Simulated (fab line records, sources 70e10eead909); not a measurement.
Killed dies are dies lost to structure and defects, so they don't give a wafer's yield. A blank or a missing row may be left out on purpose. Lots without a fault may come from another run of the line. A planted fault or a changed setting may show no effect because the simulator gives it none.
Chamber matching | flow nand_harc | NHARC_A_M1_CMP_23 on cmp-01: 4 sister chambers
The step polishes, t overpolish 20 s, target thk 154.34 nm. 14 wafers are shown with their chamber, then 7 later ones without.

WAFERS WITH THEIR CHAMBER
wafer  | chamber | motor_current_A (A) | time_to_endpoint_s (s)
L689.1 | 0       | 11.7                | 28.3
L689.2 | 2       | 13.3                | 24.5
L689.5 | 3       | 12.4                | 26.9
L692.1 | 0       | 11.2                | 24.9
L692.3 | 2       | 12.2                | 24.2
L692.5 | 3       | 12.0                | 25.8
L693.1 | 3       | 12.9                | 29.1
L693.2 | 2       | 13.0                | 26.5
L693.5 | 3       | 12.0                | 26.6
L701.1 | 2       | 12.2                | 29.3
L701.2 | 1       | 10.7                | 29.6
L701.5 | 2       | 13.1                | 27.9
L703.2 | 3       | 12.1                | 25.8
L703.3 | 1       | 10.9                | 27.8

SIGNATURES (means of the wafers above)
reading            | chamber 0 | chamber 1 | chamber 2 | chamber 3 | scatter within a chamber
motor_current_A    | 11.450    | 10.800    | 12.760    | 12.280    | 0.427
time_to_endpoint_s | 26.600    | 28.700    | 26.480    | 26.840    | 1.84
Rule: a wafer's distance from a chamber is the root of the sum, over the readings, of the square of ((its reading less the chamber's mean) divided by the reading's scatter). The wafer belongs to the nearest chamber; if the next one is less than 2 further off, it can't be placed. The scatter: the root of (the sum of the squares of (reading less its chamber's mean) over the shown wafers, divided by (wafers less chambers)).

WAFERS WITHOUT THEIR CHAMBER
wafer  | motor_current_A (A) | time_to_endpoint_s (s)
L703.5 | 12.6                | 25.4
L709.2 | 10.2                | 28.3
L709.4 | 11.2                | 26.1
L709.5 | 10.9                | 24.6
L712.1 | 10.5                | 28.5
L712.2 | 12.2                | 26.3
L712.6 | 11.0                | 25.9

WHICH CHAMBER EACH WENT THROUGH
wafer  | from the rows above          | in truth
L703.5 | can't be placed: 2 or 3      | 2
L709.2 | can't be placed: 1 or 0      | 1
L709.4 | can't be placed: 0 or 1 or 3 | 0
L709.5 | can't be placed: 0 or 1 or 3 | 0
L712.1 | can't be placed: 1 or 0      | 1
L712.2 | can't be placed: 3 or 2 or 0 | 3
L712.6 | can't be placed: 0 or 1 or 3 | 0
Placed correctly: 0 of 7. Can't be placed from these rows: 7 (the true chamber is among the candidates in 7). Placed wrongly: 0.
